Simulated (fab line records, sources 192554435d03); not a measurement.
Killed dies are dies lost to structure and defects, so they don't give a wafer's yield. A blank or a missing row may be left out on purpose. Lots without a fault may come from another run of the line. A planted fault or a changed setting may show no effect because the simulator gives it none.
Chamber matching | flow n5_finfet | N5_BEOL_M9_CMP_52 on cmp-03: 4 sister chambers
The step polishes, stops on SiCOH lowk, t overpolish 7 s, target thk 140 nm. 20 wafers are shown with their chamber, then 10 later ones without.

WAFERS WITH THEIR CHAMBER
wafer  | chamber | time_to_endpoint_s (s) | motor_current_A (A) | overpolish_run_s (s)
L077.2 | 0       | 64                     | 6.2                 | 6.996
L077.3 | 1       | 63                     | 6.7                 | 7.000
L077.6 | 0       | 62                     | 5.8                 | 7.013
L081.2 | 3       | 72                     | 5.9                 | 6.992
L081.3 | 0       | 72                     | 6.1                 | 6.999
L081.6 | 2       | 65                     | 6.2                 | 6.992
L079.1 | 3       | 68                     | 6.2                 | 6.998
L079.4 | 1       | 66                     | 6.5                 | 6.988
L079.5 | 0       | 67                     | 6.3                 | 6.999
L080.3 | 1       | 68                     | 6.4                 | 6.983
L080.4 | 2       | 66                     | 5.9                 | 7.014
L080.5 | 3       | 71                     | 6.1                 | 7.010
L084.2 | 1       | 66                     | 6.4                 | 6.997
L084.3 | 3       | 73                     | 6.6                 | 7.007
L084.5 | 2       | 66                     | 6.4                 | 6.996
L088.4 | 1       | 65                     | 6.5                 | 6.990
L088.5 | 1       | 67                     | 6.4                 | 6.982
L088.6 | 2       | 65                     | 6.3                 | 6.995
L090.4 | 2       | 65                     | 6.2                 | 7.002
L090.5 | 1       | 65                     | 6.4                 | 7.002

SIGNATURES (means of the wafers above)
reading            | chamber 0 | chamber 1 | chamber 2 | chamber 3 | scatter within a chamber
time_to_endpoint_s | 66.25     | 65.71     | 65.40     | 71.00     | 2.34
motor_current_A    | 6.100     | 6.471     | 6.200     | 6.200     | 0.196
overpolish_run_s   | 7.00175   | 6.99171   | 6.99980   | 7.00175   | 0.00819
Rule: a wafer's distance from a chamber is the root of the sum, over the readings, of the square of ((its reading less the chamber's mean) divided by the reading's scatter). The wafer belongs to the nearest chamber; if the next one is less than 2 further off, it can't be placed. The scatter: the root of (the sum of the squares of (reading less its chamber's mean) over the shown wafers, divided by (wafers less chambers)).

WAFERS WITHOUT THEIR CHAMBER
wafer  | time_to_endpoint_s (s) | motor_current_A (A) | overpolish_run_s (s)
L090.6 | 67                     | 6.2                 | 6.988
L093.2 | 65                     | 6.6                 | 7.009
L093.4 | 66                     | 6.1                 | 6.986
L093.5 | 65                     | 6.2                 | 6.999
L097.3 | 71                     | 6.2                 | 6.998
L097.4 | 69                     | 6.5                 | 6.987
L097.5 | 70                     | 6.1                 | 7.017
L095.2 | 65                     | 6.2                 | 7.021
L095.5 | 66                     | 6.7                 | 6.999
L095.6 | 62                     | 6.1                 | 6.984

WHICH CHAMBER EACH WENT THROUGH
wafer  | from the rows above               | in truth
L090.6 | can't be placed: 1 or 2 or 0 or 3 | 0
L093.2 | can't be placed: 1 or 2 or 0 or 3 | 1
L093.4 | can't be placed: 2 or 0 or 1 or 3 | 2
L093.5 | can't be placed: 2 or 0 or 1      | 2
L097.3 | can't be placed: 3 or 0 or 2      | 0
L097.4 | can't be placed: 1 or 3 or 2 or 0 | 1
L097.5 | can't be placed: 3 or 0 or 2      | 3
L095.2 | can't be placed: 0 or 2 or 3 or 1 | 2
L095.5 | can't be placed: 1 or 2 or 0 or 3 | 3
L095.6 | can't be placed: 2 or 1 or 0 or 3 | 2
Placed correctly: 0 of 10. Can't be placed from these rows: 10 (the true chamber is among the candidates in 10). Placed wrongly: 0.
